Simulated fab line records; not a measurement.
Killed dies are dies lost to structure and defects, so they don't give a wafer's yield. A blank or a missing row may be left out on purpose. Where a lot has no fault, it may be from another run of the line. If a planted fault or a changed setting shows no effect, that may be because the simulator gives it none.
Chamber matching / flow n5-finfet / N5_BEOL_M0_SAQP_PECVD_96 on pecvd-01 has 3 sister chambers
The step deposits a-Si from SiH4/He, target thk 45 nm, time 45.2 s. 3 wafers are shown with their chamber, then 9 later ones without.

== WAFERS WITH THEIR CHAMBER ==
wafer=L082.2; chamber=0; throttle-valve-pct (%)=19.1
wafer=L082.5; chamber=1; throttle-valve-pct (%)=16.7
wafer=L082.6; chamber=2; throttle-valve-pct (%)=16.3

== WAFERS WITH NO CHAMBER GIVEN ==
wafer=L084.2; throttle-valve-pct (%)=16.4
wafer=L084.4; throttle-valve-pct (%)=16.6
wafer=L084.6; throttle-valve-pct (%)=16.5
wafer=L086.2; throttle-valve-pct (%)=16.9
wafer=L086.3; throttle-valve-pct (%)=16.7
wafer=L086.6; throttle-valve-pct (%)=16.7
wafer=L096.1; throttle-valve-pct (%)=16.5
wafer=L096.3; throttle-valve-pct (%)=16.4
wafer=L096.4; throttle-valve-pct (%)=16.4

== WHICH CHAMBER EACH ONE RAN IN ==
wafer=L084.2; from the rows above=can't be placed: 2 or 1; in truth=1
wafer=L084.4; from the rows above=can't be placed: 1 or 2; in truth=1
wafer=L084.6; from the rows above=can't be placed: 1 or 2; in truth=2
wafer=L086.2; from the rows above=1; in truth=1
wafer=L086.3; from the rows above=1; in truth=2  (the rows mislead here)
wafer=L086.6; from the rows above=1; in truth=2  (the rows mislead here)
wafer=L096.1; from the rows above=can't be placed: 1 or 2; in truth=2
wafer=L096.3; from the rows above=can't be placed: 2 or 1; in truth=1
wafer=L096.4; from the rows above=can't be placed: 2 or 1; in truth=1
Correct placement for 1 of the 9. From these rows, 6 cannot be placed; in 6 the true chamber is one of the candidates. Number placed wrongly: 2.
How it was worked out, from the rows above alone: a wafer's distance from a chamber is the root of the sum, over the readings, of the square of ((its reading less the chamber's mean) divided by the reading's scatter). If the next closest chamber is less than 2 further off than the closest, the wafer can't be placed; otherwise it belongs to the closest. A chamber's mean is the mean of its shown wafers. The scatter: with one shown wafer a chamber, the root of the mean of the squares of how far each hidden wafer lies from its nearest shown one.
